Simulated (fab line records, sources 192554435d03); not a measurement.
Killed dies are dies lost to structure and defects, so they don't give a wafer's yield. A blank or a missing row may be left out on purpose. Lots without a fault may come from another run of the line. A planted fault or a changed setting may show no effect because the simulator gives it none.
fab line records | flow n5_finfet
record lots=24 wafers=72 last_day=21
route steps=1938 shown BEOL_M0@721 BEOL_M1@773
lots that met no fault: from a run of the same line without faults
start_h: hours from the record's first day to the start of the lot's first wafer shown | wait_h: hours since the lot's step before | " the same as in the row above | L1.1+2: a row that stands for several wafers | - no value, or no start given | * or withheld: withheld | < > ~ a bound
route shown NAME@n: a module of which the file shows steps, and the number in the route of the first | usual: mean/standard deviation of fault-free wafers | same: alike in all rows | chamber/n: place in a boat | sites: the reading at each site | _std_site: their standard deviation | _edge_site: outer sites' mean less inner sites' | radius_mm: how far each site lies from the wafer's centre | mask NAME#n: copy n | behind: the tool/chamber that last shaped the wafer | hold: why the lot was held/for how many hours/how that ended | device: the transistor (n, p or np) that didn't switch | end of line: the same wafers' tests at the end of the route | a step without rows: its recipe alone | killed: dies lost to structure and defects at the first sort, not the wafer's yield | map: a wafer's dies, x killed, . not, _ none there
set.NAME: the setting as run; set.NAME@STEP: as run at that earlier step | model.NAME: the simulator's own value behind a step, which no gauge read
steps of the route over a sample of lots; a table a step, a row a wafer
services: from which hour (start_h, from the record's first day; less than 0 if before it) a tool's chamber was out of use, for how many hours, and why
## steps
# step N5_BEOL_M0_TRENCH_ETCH_107
# recipe chemistry=C4F6/O2 target_depth_a=328 target=SiOC time_s=16.4 ion_energy_ev=250 pressure_mtorr=30 source_w=355 bias_w=185 Ar_flow_sccm=300 C4F6_flow_sccm=10 O2_flow_sccm=10
# usual drypump_motor_current_A=5.68/0.19 oes_product_au=0.79/0.083 rf_vpp_V=669/28 showerhead_plenum_p_Torr=2.84/0.084 throttle_valve_pct=20.91/0.21
# columns lot.wafer tool chamber start_h wait_h drypump_motor_current_A oes_product_au rf_hours_counter_h rf_vpp_V showerhead_plenum_p_Torr throttle_valve_pct
L074.1 rie_diel-04 2 126.87 0.0 5.39 0.70 215 681 2.93 20.89
L074.4 " 1 " " 5.90 0.69 243 674 2.77 20.88
L074.6 " 2 " " 5.39 0.70 - 681 2.93 20.89
L075.2 rie_diel-01 2 126.93 0.0 5.64 0.77 140 695 2.86 21.26
L075.3 " 1 " " 5.54 0.88 45 714 3.01 20.89
L075.4 " 3 " " 5.87 0.69 227 692 2.80 20.73
L077.2 rie_diel-03 0 137.24 0.0 5.52 0.72 185 640 2.82 20.84
L077.3 " 3 " " 5.64 0.79 110 650 2.76 20.81
L077.5 " 0 " " 5.53 0.71 - 638 2.82 20.82
L076.2 rie_diel-03 3 139.65 0.0 5.66 0.80 110 650 2.76 20.79
L076.4 " 1 " " 5.78 0.80 94 634 2.76 21.04
L076.6 " 2 " " 5.97 0.74 - 663 2.95 20.84
L078.2 rie_diel-01 3 141.55 0.0 5.84 0.68 230 691 2.80 20.71
L078.4 " 1 " " 5.53 0.88 50 713 3.00 20.90
L078.5 " 1 " " 5.50 0.87 - 712 3.00 20.90
L080.2 rie_diel-04 2 154.42 0.0 5.41 0.70 227 680 2.93 20.90
L080.4 " 2 " " 5.40 0.69 - 681 2.93 20.91
L080.5 " 3 " " 5.23 0.76 - 681 2.92 21.04
L082.3 rie_diel-01 2 159.51 0.0 5.66 0.75 152 693 2.85 21.28
L082.4 " 1 " " 5.56 0.86 57 713 3.00 20.91
L082.6 " 2 " " 5.64 0.75 - 694 2.85 21.27
L079.4 rie_diel-01 1 159.95 0.0 5.54 0.86 57 712 3.00 20.90
L079.5 " 0 " " 5.75 0.85 - 628 2.77 20.82
L079.6 " 1 " " 5.56 0.86 - 713 3.00 20.91
L081.3 rie_diel-01 3 163.54 0.0 5.86 0.69 239 688 2.79 20.72
L081.5 " 2 " " 5.64 0.76 - 692 2.85 21.29
L081.6 " 3 " " 5.86 0.68 - 690 2.79 20.74
L083.2 rie_diel-03 1 168.00 0.0 5.78 0.81 104 633 2.76 21.07
L083.3 " 3 " " 5.66 0.78 121 652 2.75 20.81
L083.6 " 1 " " 5.76 0.81 - 633 2.76 21.06
L084.1 rie_diel-01 1 179.18 0.0 5.56 0.86 65 713 3.00 20.94
L084.4 " 3 " " 5.85 0.68 245 691 2.79 20.74
L084.5 " 2 " " 5.64 0.74 - 693 2.85 21.29
L085.2 rie_diel-04 0 186.22 0.0 5.86 0.94 17 672 2.78 20.88
L085.3 " 3 " " 5.24 0.75 170 683 2.91 21.05
L085.4 " 2 " " 5.40 0.69 241 681 2.92 20.94
L086.2 rie_diel-01 3 190.21 0.0 5.84 0.66 249 689 2.79 20.74
L086.3 " 2 " " 5.63 0.74 163 693 2.84 21.29
L086.4 " 1 " " 5.56 0.84 70 713 2.99 20.93
L087.1 rie_diel-03 2 192.98 0.0 5.97 0.72 174 665 2.94 20.87
L087.2 " 0 " " 5.52 0.69 206 638 2.81 20.85
L087.6 " 3 " " 5.68 0.76 - 651 2.75 20.84
L088.2 rie_diel-03 3 197.97 0.0 5.63 0.77 133 651 2.75 20.82
L088.5 " 2 " " 5.96 0.72 - 665 2.94 20.84
L088.6 " 1 " " 5.78 0.78 - 634 2.75 21.08
L089.1 rie_diel-03 3 201.70 0.0 5.65 0.77 134 651 2.75 20.85
L089.2 " 0 " " 5.53 0.70 209 639 2.81 20.85
L089.4 " 1 " " 5.76 0.79 117 633 2.75 21.05
L090.3 rie_diel-01 1 214.03 0.0 5.54 0.84 81 713 2.99 20.94
L090.4 " 2 " " 5.64 0.73 - 692 2.84 21.33
L090.6 " 1 " " 5.54 0.84 - 712 2.99 20.94
L091.3 rie_diel-04 3 217.71 0.0 5.23 0.73 183 683 2.91 21.08
L091.4 " 3 " " 5.24 0.72 - 683 2.91 21.07
L091.5 " 1 " " 5.92 0.93 - 674 2.76 20.44
L092.2 rie_diel-04 0 225.05 0.0 5.85 0.89 30 670 2.78 20.90
L092.3 " 3 " " 5.23 0.72 184 682 2.91 21.07
L092.5 " 2 " " 5.43 1.02 - 681 2.92 20.64
L093.2 rie_diel-01 2 228.53 0.0 5.62 0.74 180 692 2.84 21.32
L093.3 " 0 " " 5.75 0.81 110 630 2.76 20.86
L093.6 " 1 " " 5.53 0.83 - 712 2.99 20.96
L094.2 rie_diel-03 1 238.93 0.0 5.75 0.78 131 633 2.75 21.10
L094.3 " 0 " " 5.53 0.69 221 638 2.80 20.89
L094.4 " 0 " " 5.55 0.69 - 639 2.80 20.89
L096.1 rie_diel-03 1 244.42 0.0 5.76 0.77 134 634 2.75 21.10
L096.2 " 0 " " 5.53 0.68 223 639 2.80 20.88
L096.5 " 3 " " 5.65 0.75 - 650 2.74 20.87
L095.1 rie_diel-01 0 250.52 0.0 5.76 0.80 116 628 2.76 20.88
L095.2 " 3 " " 5.89 0.93 10 689 2.78 20.36
L095.6 " 0 " " 5.74 0.80 - 627 2.76 20.88
L097.4 rie_diel-01 0 254.88 0.0 5.72 0.80 116 627 2.76 20.89
L097.5 " 1 " " 5.54 0.82 - 712 2.98 20.96
L097.6 " 2 " " 5.64 0.72 - 694 2.83 21.33
# step N5_BEOL_M0_STRIP_142
# recipe chemistry=N2/H2 time_s=10 power_w=450 temp_c=40 pressure_mtorr=20 rf_frequency_hz=6e+07 bias_power_w=7 n2_flow_sccm=200 h2_flow_sccm=200
# usual bias_power_w=7.002/0.019 drypump_motor_current_A=5.69/0.18 n2_flow_sccm=200.1/0.59 oes_product_au=0.79/0.082 rf_vpp_V=59.2/0.91 showerhead_plenum_p_Torr=2.53/0.086 throttle_valve_pct=23.72/0.29
# columns lot.wafer tool chamber start_h wait_h bias_power_w drypump_motor_current_A n2_flow_sccm oes_product_au rf_hours_counter_h rf_vpp_V showerhead_plenum_p_Torr throttle_valve_pct
L074.1 rie_diel-04 2 126.89 0.0 6.971 5.43 199.7 0.69 215 59.5 2.64 23.82
L074.4 " 1 " " 6.961 5.98 200.3 0.69 243 58.9 2.51 24.08
L074.6 " 2 " " 6.983 5.43 199.8 0.70 - 58.8 2.64 23.82
L075.2 rie_diel-01 2 126.96 0.0 6.997 5.65 199.7 0.76 140 59.0 2.55 24.19
L075.3 " 1 " " 7.024 5.56 199.7 0.88 45 59.3 2.69 23.79
L075.4 " 3 " " 6.997 5.86 200.7 0.68 227 59.8 2.51 23.68
L077.2 rie_diel-03 0 137.26 0.0 7.034 5.56 199.1 0.72 185 57.5 2.50 23.43
L077.3 " 3 " " 6.994 5.66 199.8 0.81 110 58.1 2.42 23.17
L077.5 " 0 " " 7.015 5.55 199.4 0.72 - 59.7 2.50 23.43
L076.2 rie_diel-03 3 139.67 0.0 7.029 5.66 200.7 0.79 110 58.9 2.42 23.17
L076.4 " 1 " " 6.980 5.78 199.6 0.80 94 59.3 2.44 23.81
L076.6 " 2 " " 7.025 5.99 200.1 0.75 - 58.8 2.64 23.52
L078.2 rie_diel-01 3 141.57 0.0 6.994 5.88 200.6 0.68 230 58.9 2.51 23.70
L078.4 " 1 " " 7.040 5.54 199.6 0.87 50 58.8 2.68 23.79
L078.5 " 1 " " 6.996 5.56 200.5 0.87 - 59.8 2.68 23.78
L080.2 rie_diel-04 2 154.45 0.0 6.981 5.43 200.2 0.70 227 60.1 2.63 23.83
L080.4 " 2 " " 6.986 5.44 199.5 0.69 - 58.6 2.63 23.83
L080.5 " 3 " " 7.013 5.25 200.2 0.76 - 61.2 2.65 24.09
L082.3 rie_diel-01 2 159.53 0.0 7.014 5.65 200.4 0.76 152 58.6 2.55 24.21
L082.4 " 1 " " 6.982 5.56 200.6 0.86 57 59.0 2.68 23.78
L082.6 " 2 " " 6.996 5.64 199.9 0.76 - 59.3 2.55 24.21
L079.4 rie_diel-01 1 159.97 0.0 7.012 5.56 199.7 0.86 57 59.9 2.68 23.82
L079.5 " 0 " " 7.018 5.76 200.7 0.85 - 60.6 2.47 23.57
L079.6 " 1 " " 7.033 5.53 199.8 0.86 - 60.2 2.68 23.79
L081.3 rie_diel-01 3 163.57 0.0 6.997 5.88 199.4 0.67 239 59.5 2.50 23.70
L081.5 " 2 " " 7.010 5.64 201.0 0.76 - 60.0 2.55 24.19
L081.6 " 3 " " 6.988 5.88 200.1 0.68 - 58.6 2.50 23.70
L083.2 rie_diel-03 1 168.02 0.0 7.026 5.80 200.1 0.80 104 58.0 2.44 23.84
L083.3 " 3 " " 7.008 5.68 200.4 0.79 121 58.9 2.42 23.17
L083.6 " 1 " " 6.984 5.80 199.3 0.80 - 57.6 2.44 23.83
L084.1 rie_diel-01 1 179.20 0.0 7.012 5.58 201.5 0.84 65 60.8 2.68 23.82
L084.4 " 3 " " 6.996 5.88 200.9 0.67 245 59.0 2.50 23.71
L084.5 " 2 " " 7.012 5.64 200.4 0.73 - 59.7 2.54 24.21
L085.2 rie_diel-04 0 186.24 0.0 7.005 5.85 200.1 0.93 17 59.6 2.48 23.43
L085.3 " 3 " " 6.983 5.25 200.9 0.73 170 60.2 2.64 24.11
L085.4 " 2 " " 7.008 5.41 200.2 0.66 241 59.0 2.63 23.85
L086.2 rie_diel-01 3 190.23 0.0 6.996 5.86 199.9 0.67 249 58.3 2.50 23.72
L086.3 " 2 " " 6.987 5.64 200.8 0.74 163 57.1 2.54 24.22
L086.4 " 1 " " 7.039 5.55 200.0 0.84 70 59.3 2.68 23.83
L087.1 rie_diel-03 2 193.00 0.0 7.031 5.94 200.9 0.73 174 58.2 2.63 23.56
L087.2 " 0 " " 6.991 5.53 199.6 0.69 206 60.8 2.49 23.46
L087.6 " 3 " " 6.994 5.65 201.6 0.78 - 58.4 2.42 23.21
L088.2 rie_diel-03 3 198.00 0.0 7.001 5.64 200.5 0.78 133 59.0 2.42 23.21
L088.5 " 2 " " 6.995 5.96 199.9 0.74 - 59.3 2.63 23.55
L088.6 " 1 " " 6.991 5.79 200.3 0.78 - 57.9 2.44 23.84
L089.1 rie_diel-03 3 201.72 0.0 7.003 5.64 200.6 0.78 134 57.8 2.41 23.20
L089.2 " 0 " " 7.026 5.51 199.7 0.70 209 58.7 2.49 23.47
L089.4 " 1 " " 7.033 5.80 200.1 0.77 117 58.4 2.44 23.86
L090.3 rie_diel-01 1 214.05 0.0 6.988 5.56 201.2 0.84 81 59.4 2.67 23.85
L090.4 " 2 " " 6.974 5.64 200.4 0.74 - 58.8 2.54 24.23
L090.6 " 1 " " 7.010 5.55 200.6 0.84 - 58.4 2.67 23.84
L091.3 rie_diel-04 3 217.74 0.0 6.960 5.23 200.1 0.73 183 59.4 2.64 24.13
L091.4 " 3 " " 6.985 5.23 200.1 0.73 - 60.5 2.64 24.13
L091.5 " 1 " " 7.015 5.94 200.3 0.92 - 59.1 2.50 23.54
L092.2 rie_diel-04 0 225.07 0.0 6.991 5.88 201.0 0.90 30 59.8 2.47 23.45
L092.3 " 3 " " 6.989 5.25 199.5 0.73 184 58.2 2.63 24.13
L092.5 " 2 " " 6.978 5.46 200.1 1.01 - 59.8 2.62 23.70
L093.2 rie_diel-01 2 228.55 0.0 7.012 5.65 200.7 0.73 180 58.0 2.54 24.23
L093.3 " 0 " " 6.978 5.74 199.3 0.81 110 58.7 2.45 23.62
L093.6 " 1 " " 6.968 5.54 200.0 0.82 - 59.1 2.67 23.87
L094.2 rie_diel-03 1 238.96 0.0 6.995 5.78 199.7 0.77 131 58.5 2.43 23.87
L094.3 " 0 " " 7.012 5.55 200.3 0.69 221 60.9 2.48 23.48
L094.4 " 0 " " 6.995 5.53 200.7 0.69 - 58.0 2.48 23.47
L096.1 rie_diel-03 1 244.45 0.0 7.005 5.79 199.7 0.77 134 57.2 2.43 23.88
L096.2 " 0 " " 7.017 5.54 199.2 0.69 223 58.9 2.48 23.49
L096.5 " 3 " " 6.994 5.67 199.4 0.76 - 57.9 2.41 23.22
L095.1 rie_diel-01 0 250.54 0.0 6.997 5.73 200.4 0.82 116 59.5 2.45 23.61
L095.2 " 3 " " 6.992 5.89 200.1 0.93 10 58.6 2.49 23.37
L095.6 " 0 " " 6.994 5.75 200.6 0.81 - 58.8 2.45 23.62
L097.4 rie_diel-01 0 254.91 0.0 6.993 5.77 200.4 0.82 116 57.7 2.45 23.63
L097.5 " 1 " " 7.023 5.55 200.5 0.82 - 59.1 2.66 23.85
L097.6 " 2 " " 6.998 5.65 199.8 0.72 - 59.6 2.53 24.25
# step N5_BEOL_M0_DEGAS_112
# recipe ambient=vacuum temp_c=250 time_s=60
# usual heater_power_w=317/30
# columns lot.wafer tool chamber start_h wait_h heater_power_w
L074.1 pvd_sputter-01 - 127.43 0.2 368
L074.4 " - " " 320
L074.6 " - " " 292
L075.2 pvd_sputter-02 - 127.46 0.2 306
L075.3 " - " " 271
L075.4 " - " " 280
L077.2 pvd_sputter-01 - 137.65 0.1 289
L077.3 " - " " 338
L077.5 " - " " 288
L076.2 pvd_sputter-01 - 141.35 1.0 294
L076.4 " - " " 341
L076.6 " - " " 373
L078.2 pvd_sputter-02 - 142.43 0.5 319
L078.4 " - " " 284
L078.5 " - " " 347
L080.2 pvd_sputter-02 - 155.77 0.7 309
L080.4 " - " " 305
L080.5 " - " " 354
L082.3 pvd_sputter-02 - 160.77 0.6 279
L082.4 " - " " 308
L082.6 " - " " 340
L079.4 pvd_sputter-02 - 161.41 0.4 338
L079.5 " - " " 315
L079.6 " - " " 282
L081.3 pvd_sputter-02 - 164.59 0.4 343
L081.5 " - " " 321
L081.6 " - " " 280
L083.2 pvd_sputter-01 - 168.67 0.3 347
L083.3 " - " " 294
L083.6 " - " " 364
L084.1 pvd_sputter-02 - 180.02 0.5 281
L084.4 " - " " 284
L084.5 " - " " 285
L085.2 pvd_sputter-03 - 187.52 0.8 329
L085.3 " - " " 301
L085.4 " - " " 264
L086.2 pvd_sputter-01 - 191.59 0.8 291
L086.3 " - " " 321
L086.4 " - " " 347
L087.1 pvd_sputter-01 - 193.95 0.6 336
L087.2 " - " " 289
L087.6 " - " " 346
L088.2 pvd_sputter-03 - 198.74 0.4 325
L088.5 " - " " 306
L088.6 " - " " 321
L089.1 pvd_sputter-02 - 204.38 2.2 284
L089.2 " - " " 308
L089.4 " - " " 341
L090.3 pvd_sputter-01 - 215.03 0.5 321
L090.4 " - " " 363
L090.6 " - " " 312
L091.3 pvd_sputter-03 - 218.51 0.4 327
L091.4 " - " " 319
L091.5 " - " " 297
L092.2 pvd_sputter-01 - 225.81 0.4 365
L092.3 " - " " 292
L092.5 " - " " 300
L093.2 pvd_sputter-02 - 229.38 0.5 283
L093.3 " - " " 307
L093.6 " - " " 276
L094.2 pvd_sputter-02 - 240.71 1.4 343
L094.3 " - " " 278
L094.4 " - " " 279
L096.1 pvd_sputter-01 - 245.53 0.7 316
L096.2 " - " " 292
L096.5 " - " " 342
L095.1 pvd_sputter-01 - 250.91 0.0 294
L095.2 " - " " 340
L095.6 " - " " 374
L097.4 pvd_sputter-01 - 255.63 0.1 319
L097.5 " - " " 333
L097.6 " - " " 321
# step N5_BEOL_M0_RS_MEAS_126
# recipe thk_meas_gauge=four-point-probe reads=Co_of_BEOL_M0_CO_CAP_123+Cu_of_BEOL_M0_ECD_118+Co_of_BEOL_M0_CVD_115+TaN_of_BEOL_M0_ALD_136
# usual M0_RS=0.534/0.021
# columns lot.wafer tool chamber start_h wait_h M0_RS[ohm/sq]
L074.1 film_metro-02 - 130.46 0.0 0.502
L074.4 " - " " 0.513
L074.6 " - " " 0.515
L075.2 film_metro-02 - 130.68 0.1 0.531
L075.3 " - " " 0.514
L075.4 " - " " 0.516
L077.2 film_metro-02 - 139.74 0.1 0.530
L077.3 " - " " 0.526
L077.5 " - " " 0.531
L076.2 film_metro-02 - 143.64 0.1 0.510
L076.4 " - " " 0.553
L076.6 " - " " 0.531
L078.2 film_metro-02 - 144.49 0.1 0.547
L078.4 " - " " 0.525
L078.5 " - " " 0.540
L080.2 film_metro-01 - 159.98 0.1 0.542
L080.4 " - " " 0.532
L080.5 " - " " 0.485
L082.3 film_metro-01 - 163.31 0.1 0.553
L082.4 " - " " 0.553
L082.6 " - " " 0.521
L079.4 film_metro-02 - 164.07 0.0 0.532
L079.5 " - " " 0.526
L079.6 " - " " 0.491
L081.3 film_metro-01 - 167.00 0.1 0.554
L081.5 " - " " 0.493
L081.6 " - " " 0.502
L083.2 film_metro-02 - 170.71 0.1 0.571
L083.3 " - " " 0.561
L083.6 " - " " 0.555
L084.1 film_metro-01 - 182.30 0.0 0.545
L084.4 " - " " 0.539
L084.5 " - " " 0.515
L085.2 film_metro-01 - 191.52 0.1 0.570
L085.3 " - " " 0.554
L085.4 " - " " 0.537
L086.2 film_metro-01 - 194.11 0.1 0.549
L086.3 " - " " 0.502
L086.4 " - " " 0.507
L087.1 film_metro-02 - 196.25 0.0 0.535
L087.2 " - " " 0.549
L087.6 " - " " 0.535
L088.2 film_metro-01 - 202.70 0.1 0.543
L088.5 " - " " 0.524
L088.6 " - " " 0.537
L089.1 film_metro-02 - 206.86 0.0 0.543
L089.2 " - " " 0.531
L089.4 " - " " 0.534
L090.3 film_metro-01 - 218.98 0.1 0.577
L090.4 " - " " 0.560
L090.6 " - " " 0.570
L091.3 film_metro-02 - 221.73 0.1 0.494
L091.4 " - " " 0.515
L091.5 " - " " 0.520
L092.2 film_metro-01 - 229.84 0.1 0.518
L092.3 " - " " 0.542
L092.5 " - " " 0.509
L093.2 film_metro-02 - 232.11 0.1 0.553
L093.3 " - " " 0.556
L093.6 " - " " 0.555
L094.2 film_metro-02 - 242.61 0.1 0.558
L094.3 " - " " 0.530
L094.4 " - " " 0.532
L096.1 film_metro-01 - 249.62 0.1 0.529
L096.2 " - " " 0.568
L096.5 " - " " 0.526
L095.1 film_metro-02 - 256.37 0.0 0.554
L095.2 " - " " 0.535
L095.6 " - " " 0.538
L097.4 film_metro-02 - 257.88 0.0 0.534
L097.5 " - " " 0.526
L097.6 " - " " 0.538
# step N5_BEOL_M0_INSPECT_127
# recipe inspect_instrument=darkfield mode=post_dep
# usual raw_defect_count=70/28
# columns lot.wafer tool chamber start_h wait_h raw_defect_count
L074.1 defect_inspect-02 - 130.49 0.0 70
L074.4 " - " " 82
L074.6 " - " " 88
L075.2 defect_inspect-01 - 130.70 0.0 119
L075.3 " - " " 77
L075.4 " - " " 64
L077.2 defect_inspect-02 - 139.77 0.0 32
L077.3 " - " " 63
L077.5 " - " " 34
L076.2 defect_inspect-01 - 143.67 0.0 58
L076.4 " - " " 76
L076.6 " - " " 33
L078.2 defect_inspect-01 - 144.51 0.0 83
L078.4 " - " " 37
L078.5 " - " " 43
L080.2 defect_inspect-02 - 160.01 0.0 74
L080.4 " - " " 47
L080.5 " - " " 64
L082.3 defect_inspect-01 - 163.33 0.0 93
L082.4 " - " " 133
L082.6 " - " " 74
L079.4 defect_inspect-02 - 164.10 0.0 116
L079.5 " - " " 94
L079.6 " - " " 144
L081.3 defect_inspect-02 - 167.02 0.0 70
L081.5 " - " " 73
L081.6 " - " " 64
L083.2 defect_inspect-01 - 170.74 0.0 72
L083.3 " - " " 76
L083.6 " - " " 80
L084.1 defect_inspect-01 - 182.32 0.0 56
L084.4 " - " " 40
L084.5 " - " " 45
L085.2 defect_inspect-02 - 191.55 0.0 43
L085.3 " - " " 77
L085.4 " - " " 62
L086.2 defect_inspect-02 - 194.13 0.0 55
L086.3 " - " " 46
L086.4 " - " " 68
L087.1 defect_inspect-01 - 196.28 0.0 81
L087.2 " - " " 79
L087.6 " - " " 72
L088.2 defect_inspect-01 - 202.73 0.0 58
L088.5 " - " " 41
L088.6 " - " " 56
L089.1 defect_inspect-01 - 206.88 0.0 36
L089.2 " - " " 56
L089.4 " - " " 71
L090.3 defect_inspect-01 - 219.01 0.0 72
L090.4 " - " " 81
L090.6 " - " " 125
L091.3 defect_inspect-02 - 221.76 0.0 60
L091.4 " - " " 89
L091.5 " - " " 60
L092.2 defect_inspect-01 - 229.87 0.0 57
L092.3 " - " " 70
L092.5 " - " " 59
L093.2 defect_inspect-01 - 232.14 0.0 60
L093.3 " - " " 47
L093.6 " - " " 39
L094.2 defect_inspect-01 - 242.63 0.0 103
L094.3 " - " " 66
L094.4 " - " " 71
L096.1 defect_inspect-02 - 249.65 0.0 39
L096.2 " - " " 44
L096.5 " - " " 57
L095.1 defect_inspect-02 - 256.39 0.0 43
L095.2 " - " " 51
L095.6 " - " " 29
L097.4 defect_inspect-02 - 257.91 0.0 67
L097.5 " - " " 70
L097.6 " - " " 84
# step N5_BEOL_M1_STRIP_66
# recipe chemistry=CF4 resist=SiARC power_w=300 bias_power_w=75 pressure_mtorr=50 cf4_flow_sccm=150 rf_frequency_hz=6e+07
# usual bias_power_w=74.99/0.24 drypump_motor_current_A=5.6/0.45 oes_product_au=0.77/0.063 rf_vpp_V=271.4/1.6 showerhead_plenum_p_Torr=1.81/0.063 throttle_valve_pct=13.63/0.21
# columns lot.wafer tool chamber start_h wait_h bias_power_w drypump_motor_current_A oes_product_au rf_hours_counter_h rf_vpp_V showerhead_plenum_p_Torr throttle_valve_pct
L074.1 rie_diel-02 0 135.33 0.0 74.92 4.8 0.69 219 269.3 1.69 14.00
L074.4 " 3 " " 75.15 5.7 0.85 61 269.9 1.76 13.76
L074.6 " 2 " " 75.06 5.0 0.73 - 271.7 1.86 13.67
L075.2 rie_diel-02 2 136.22 0.0 74.84 5.0 0.72 201 272.1 1.86 13.67
L075.3 " 1 " " 74.95 6.4 0.83 67 273.9 1.90 13.46
L075.4 " 0 " " 75.09 4.8 0.69 219 269.2 1.69 14.01
L077.2 rie_diel-02 0 141.33 0.0 74.92 4.8 0.70 220 269.5 1.69 14.01
L077.3 " 1 " " 74.91 6.4 0.83 68 272.8 1.90 13.47
L077.5 " 3 " " 75.01 5.7 0.85 - 270.1 1.76 13.78
L076.2 rie_diel-02 2 145.49 0.0 75.06 5.0 0.72 203 273.3 1.86 13.69
L076.4 " 3 " " 74.94 5.7 0.85 64 269.5 1.76 13.76
L076.6 " 0 " " 75.52 4.8 0.70 - 269.9 1.69 14.00
L078.2 rie_diel-06 0 146.22 0.0 74.57 5.8 0.78 113 271.0 1.80 13.70
L078.4 " 3 " " 74.85 6.0 0.66 249 272.6 1.82 13.86
L078.5 " 2 " " 75.13 5.5 0.72 - 270.3 1.80 13.61
L080.2 rie_diel-06 1 161.72 0.0 75.12 5.5 0.83 68 272.7 1.89 13.25
L080.4 " 2 " " 75.27 5.5 0.72 - 270.7 1.80 13.63
L080.5 " 0 " " 75.29 5.8 0.78 - 270.7 1.80 13.71
L082.3 rie_diel-06 1 164.87 0.0 75.16 5.6 0.83 69 274.9 1.89 13.26
L082.4 " 1 " " 75.09 5.5 0.83 - 273.2 1.89 13.26
L082.6 " 2 " " 75.52 5.5 0.72 - 271.9 1.79 13.64
L079.4 rie_diel-02 2 165.31 0.0 75.30 5.0 0.72 209 272.5 1.85 13.72
L079.5 " 2 " " 75.57 5.0 0.72 - 272.6 1.85 13.71
L079.6 " 1 " " 74.73 6.4 0.82 - 272.3 1.89 13.47
L081.3 rie_diel-06 1 168.88 0.0 75.31 5.5 0.83 71 271.9 1.88 13.27
L081.5 " 0 " " 74.93 5.8 0.78 - 270.4 1.80 13.73
L081.6 " 2 " " 74.81 5.6 0.72 - 270.2 1.79 13.62
L083.2 rie_diel-06 0 174.50 0.0 75.52 5.8 0.77 125 271.9 1.80 13.73
L083.3 " 2 " " 75.38 5.5 0.72 214 271.3 1.79 13.63
L083.6 " 2 " " 74.66 5.5 0.72 - 271.3 1.79 13.62
L084.1 rie_diel-05 1 185.38 0.0 75.06 5.5 0.72 202 271.4 1.85 13.77
L084.4 " 0 " " 75.25 5.0 0.73 - 270.1 1.73 13.75
L084.5 " 2 " " 74.80 6.1 0.76 - 272.8 1.88 13.49
L085.2 rie_diel-05 1 193.43 0.0 75.05 5.6 0.71 206 272.3 1.84 13.79
L085.3 " 0 " " 74.97 5.0 0.72 178 270.4 1.73 13.77
L085.4 " 2 " " 74.99 6.1 0.77 129 273.5 1.88 13.51
L086.2 rie_diel-05 2 196.00 0.0 74.97 6.1 0.77 130 273.5 1.88 13.51
L086.3 " 3 " " 75.03 5.8 0.74 170 269.5 1.71 13.52
L086.4 " 1 " " 74.77 5.5 0.71 207 271.9 1.84 13.79
L087.1 rie_diel-06 1 198.69 0.0 75.11 5.5 0.81 87 271.9 1.88 13.31
L087.2 " 2 " " 74.95 5.6 0.71 226 271.2 1.79 13.66
L087.6 " 2 " " 75.13 5.5 0.71 - 270.5 1.79 13.67
L088.2 rie_diel-02 3 205.47 0.0 75.35 5.7 0.82 81 270.1 1.76 13.81
L088.5 " 2 " " 74.97 5.0 0.71 - 271.6 1.85 13.73
L088.6 " 1 " " 74.79 6.4 0.81 - 272.8 1.89 13.49
L089.1 rie_diel-02 2 208.26 0.0 74.72 5.0 0.71 219 270.7 1.85 13.74
L089.2 " 1 " " 74.71 6.4 0.81 85 274.4 1.89 13.51
L089.4 " 3 " " 74.79 5.7 0.83 82 269.1 1.76 13.81
L090.3 rie_diel-06 1 221.39 0.0 74.93 5.6 0.81 95 273.1 1.88 13.33
L090.4 " 3 " " 74.97 6.0 0.93 - 272.1 1.82 13.31
L090.6 " 1 " " 74.85 5.6 0.80 - 273.2 1.88 13.31
L091.3 rie_diel-02 1 224.77 0.0 74.90 6.4 0.80 92 273.4 1.89 13.51
L091.4 " 3 " " 75.09 5.7 0.82 87 271.0 1.75 13.82
L091.5 " 3 " " 74.91 5.7 0.81 - 269.8 1.76 13.83
L092.2 rie_diel-02 0 231.81 0.0 74.93 4.8 0.68 248 270.1 1.68 14.08
L092.3 " 3 " " 75.19 5.7 0.81 90 270.0 1.75 13.83
L092.5 " 2 " " 74.73 5.0 0.71 - 272.8 1.85 13.73
L093.2 rie_diel-06 2 236.57 0.0 74.89 5.5 0.70 237 270.7 1.79 13.69
L093.3 " 3 " " 74.59 6.0 0.91 19 272.0 1.82 13.35
L093.6 " 3 " " 74.59 6.0 0.92 - 271.9 1.82 13.32
L094.2 rie_diel-06 1 245.02 0.0 75.12 5.5 0.80 101 273.8 1.88 13.33
L094.3 " 0 " " 75.00 5.8 0.76 145 270.3 1.79 13.77
L094.4 " 2 " " 74.80 5.5 0.69 239 271.1 1.79 13.68
L096.1 rie_diel-06 0 251.60 0.0 74.87 5.8 0.76 147 271.6 1.79 13.78
L096.2 " 2 " " 75.01 5.5 0.70 241 268.9 1.79 13.70
L096.5 " 0 " " 75.11 5.8 0.76 - 270.8 1.79 13.78
L095.1 rie_diel-02 2 260.20 0.0 74.84 5.0 0.70 232 271.4 1.85 13.76
L095.2 " 1 " " 75.12 6.4 0.80 101 273.5 1.89 13.52
L095.6 " 2 " " 74.97 5.0 0.70 - 272.1 1.85 13.75
L097.4 rie_diel-05 2 260.78 0.0 74.98 6.1 0.75 147 271.5 1.88 13.55
L097.5 " 1 " " 74.70 5.6 0.70 - 272.9 1.84 13.84
L097.6 " 2 " " 74.49 6.1 0.76 - 272.0 1.88 13.55
## services
# columns tool chamber start_h hours kind
pvd_sputter-02 - 104.96 7.7 repair
rie_diel-01 - 114.20 2.8 pm
rie_diel-03 2 115.16 18.1 repair
pvd_sputter-03 - 116.35 55.4 repair
rie_diel-04 0 128.41 - clean
rie_diel-04 0 128.41 - consumable_replace:focus_ring
rie_diel-04 0 128.41 18.3 scheduled_down
rie_diel-06 3 141.41 1.3 repair
rie_diel-06 3 156.83 2.9 repair
rie_diel-02 - 169.40 14.6 pm
rie_diel-05 3 183.44 8.8 repair
rie_diel-01 3 191.56 - clean
rie_diel-01 3 191.56 - consumable_replace:focus_ring
rie_diel-01 3 191.56 22.6 scheduled_down
rie_diel-01 3 191.56 22.6 vent_cycle
rie_diel-02 - 192.18 1.3 repair
rie_diel-03 0 206.78 4.0 repair
rie_diel-02 2 210.62 5.7 repair
rie_diel-06 0 211.17 17.1 repair
pvd_sputter-03 - 216.35 1.0 repair
rie_diel-05 3 216.50 6.9 repair
rie_diel-03 2 238.86 1.8 repair
rie_diel-06 - 246.41 0.3 repair
rie_diel-03 3 254.51 19.3 repair
## key
fault none
